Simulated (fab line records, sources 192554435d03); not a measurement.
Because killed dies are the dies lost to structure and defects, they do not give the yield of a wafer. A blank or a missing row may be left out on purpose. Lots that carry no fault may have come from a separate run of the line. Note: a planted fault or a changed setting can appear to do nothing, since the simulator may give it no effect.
2 desks, one fault :: flow n5_finfet :: numbers are kept per desk, each desk with only its own; the story behind them comes last

## THE TOOL OWNER'S DESK: litho_track-04
The tool's own readings at N5_BEOL_M13_COAT_22 (resist thk 300 nm): means of the sampled wafers that have a number, for each lot that ran on this tool. If a lot's mean is further than 4 standard deviations from the usual mean, the lot is out of limits and carries the mark OUT (the distance appears in the brackets).
Columns: A = chill_plate_temp_C at N5_BEOL_M13_COAT_22, usual 22.96 C; B = resist_line_temp_C at N5_BEOL_M13_COAT_22, usual 23.01 C; C = spin_speed_rpm at N5_BEOL_M13_COAT_22, usual 2887.5 rpm
lot: L291
first seen here: day 11 11:41
A: 22.99
B: 22.94
C: 2888.0

lot: L301
first seen here: day 14 04:57
A: 22.91
B: 23.05
C: 2885.7

lot: L302
first seen here: day 14 20:32
A: 22.87
B: 22.98
C: 2997.6 (+46) OUT

lot: L303
first seen here: day 15 00:38
A: 22.95
B: 23.04
C: 2997.8 (+46) OUT

lot: L306
first seen here: day 15 02:23
A: 22.96
B: 22.97
C: 2999.7 (+47) OUT
Finding of this desk: L302, L303, L306 out of limits; the first was L302 at day 14 20:32, on spin_speed_rpm at N5_BEOL_M13_COAT_22. Within limits: L291, L301.

## AT THE METROLOGY DESK
What the gauges read, lot by lot, whatever tool the lot ran on: means of the sampled wafers that have a number. If a lot's mean is further than 4 standard deviations from the usual mean, the lot is out of limits and carries the mark OUT (the distance appears in the brackets).
Columns: A = M13_OVL at N5_BEOL_M13_OVL_MEAS_29, usual -3 nm
lot: L291
first seen here: day 11 12:01
A: 5

lot: L294
first seen here: day 11 19:31
A: -0

lot: L297
first seen here: day 12 22:55
A: -9

lot: L300
first seen here: day 13 16:20
A: -3

lot: L301
first seen here: day 14 05:16
A: -0

lot: L302
first seen here: day 14 20:50
A: 3

lot: L303
first seen here: day 15 00:57
A: -0

lot: L306
first seen here: day 15 02:49
A: -7

lot: L308
first seen here: day 15 03:48
A: -4

lot: L310
first seen here: day 16 14:00
A: -7

lot: L313
first seen here: day 16 17:15
A: -1

lot: L312
first seen here: day 16 23:32
A: -3
This desk found nothing out of limits on any of the 12 lots.

## TAKEN TOGETHER
An alarm could have come from the tool owner's desk at day 14 20:32, on L302, L303, L306.
Nothing out of limits was seen by the metrology desk.
The metrology desk holds a record of L302, L303, L306, inside its limits.
The lots listed all ran N5_BEOL_M13_COAT_22 on litho_track-04.

## WHAT THE SIMULATOR HAD PUT IN
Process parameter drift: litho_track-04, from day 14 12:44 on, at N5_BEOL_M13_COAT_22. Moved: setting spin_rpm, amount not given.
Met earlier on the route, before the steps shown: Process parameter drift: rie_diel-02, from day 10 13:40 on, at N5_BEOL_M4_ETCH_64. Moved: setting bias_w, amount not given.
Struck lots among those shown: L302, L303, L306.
Time in hours from fault onset to the first out-of-limits reading at each desk: the tool owner's desk, 8.
